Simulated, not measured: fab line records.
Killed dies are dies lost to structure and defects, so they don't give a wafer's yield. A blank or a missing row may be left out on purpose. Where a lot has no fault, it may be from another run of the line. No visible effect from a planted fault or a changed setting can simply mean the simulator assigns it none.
Matching of chambers / flow n5 finfet / ald metal-02 running N5_BEOL_M7_ALD_77: 4 sister chambers
The step deposits TaN, target thk 2 nm, pulse time 2 s, purge time 3 s. 4 wafers are shown with their chamber, then 9 later ones without.

== WAFERS WITH THEIR CHAMBER ==
wafer=L086.3; chamber=2; heater power w (W)=432
wafer=L086.6; chamber=0; heater power w (W)=381
wafer=L087.2; chamber=1; heater power w (W)=348
wafer=L087.6; chamber=3; heater power w (W)=392

== WAFERS MISSING THEIR CHAMBER ==
wafer=L093.4; heater power w (W)=383
wafer=L093.5; heater power w (W)=389
wafer=L093.6; heater power w (W)=382
wafer=L094.1; heater power w (W)=380
wafer=L094.4; heater power w (W)=390
wafer=L094.6; heater power w (W)=421
wafer=L092.1; heater power w (W)=424
wafer=L092.3; heater power w (W)=401
wafer=L092.4; heater power w (W)=354

== WHICH CHAMBER EACH ONE RAN IN ==
wafer=L093.4; from the rows above=can't be placed: 0 or 3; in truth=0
wafer=L093.5; from the rows above=can't be placed: 3 or 0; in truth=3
wafer=L093.6; from the rows above=can't be placed: 0 or 3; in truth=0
wafer=L094.1; from the rows above=can't be placed: 0 or 3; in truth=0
wafer=L094.4; from the rows above=can't be placed: 3 or 0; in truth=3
wafer=L094.6; from the rows above=2; in truth=2
wafer=L092.1; from the rows above=2; in truth=2
wafer=L092.3; from the rows above=can't be placed: 3 or 0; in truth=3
wafer=L092.4; from the rows above=1; in truth=1
3 of 9 placed correctly. Unplaceable from these rows: 6, with the true chamber sitting among the candidates in 6. Placed wrongly: 0.
How it was worked out, from the rows above alone: a wafer's distance from a chamber is the root of the sum, over the readings, of the square of ((its reading less the chamber's mean) divided by the reading's scatter). The wafer belongs to the nearest chamber; if the next one is less than 2 further off, it can't be placed. Each chamber's mean is taken over the wafers shown for it. The scatter (one wafer shown for each chamber): square how far every hidden wafer sits from the nearest shown wafer, average those squares and take the square root.
